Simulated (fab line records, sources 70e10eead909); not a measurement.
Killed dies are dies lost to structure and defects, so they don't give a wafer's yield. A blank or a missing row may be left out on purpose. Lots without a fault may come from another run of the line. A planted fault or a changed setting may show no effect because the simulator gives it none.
Which tool did it? | flow nand_harc | 13 lots, 38 wafers sampled, at 1 step of a route of 1302

WHAT THE GAUGES READ, wafer by wafer
NHARC_P_M2_INSPECT_11.
lot  | measured     | on                | raw_defect_count
L958 | day 6 21:44  | defect_inspect-02 | 18 11 15
L959 | day 7 05:01  | defect_inspect-02 | 4 7 5
L961 | day 8 03:43  | defect_inspect-02 | 6 3 3
L962 | day 8 16:15  | defect_inspect-01 | 1 6 4
L963 | day 9 05:25  | defect_inspect-01 | 3 1 2
L964 | day 9 06:21  | defect_inspect-02 | 5 3 4
L965 | day 9 18:08  | defect_inspect-02 | 7 4 7
L966 | day 10 06:20 | defect_inspect-02 | 6 4 2
L967 | day 10 12:14 | defect_inspect-02 | 8 12 12
L969 | day 11 01:52 | defect_inspect-01 | 3 2 5
L970 | day 11 23:53 | defect_inspect-01 | 6 2 6
L974 | day 13 08:36 | defect_inspect-01 | 4 3 2
L979 | day 15 11:31 | defect_inspect-02 | 6 9

WHICH TOOL RAN EACH LOT (tool, then ch and the chambers of the sampled wafers, then the start)
The record holds no process step before these readings.

WHAT THE TOOLS THEMSELVES READ (means of the sampled wafers that have a number; where no wafer has one, the mark that the record gives instead)
The record holds no such reading with a usual standard deviation.

THE ANSWER, worked out from the rows above alone
Rule: what is usual is taken from the lots themselves. Put in order of their means at a reading, lots are off if they are a third of the lots or fewer, leave a main group of 4 or more, and stand apart from it by a gap of 3 or more times the standard deviation of the main group's means; of several such gaps the widest counts. A main group whose means are all the same, to the digits that the tables above print for the reading, isn't used. A lot without any number at a reading at which 4 lots or more have one is off too. The other lots that the step has rows for count as sound. The gauges are gone through in route order, then the tools' own readings, and for those a lot's mean is taken as printed above. The first step at which some lot is off is used, and at that step the reading that is off furthest; a lot without a number counts as furthest.
No lot is off at any reading shown: from this, nothing can be told.

WHAT THE SIMULATOR HAD PUT IN
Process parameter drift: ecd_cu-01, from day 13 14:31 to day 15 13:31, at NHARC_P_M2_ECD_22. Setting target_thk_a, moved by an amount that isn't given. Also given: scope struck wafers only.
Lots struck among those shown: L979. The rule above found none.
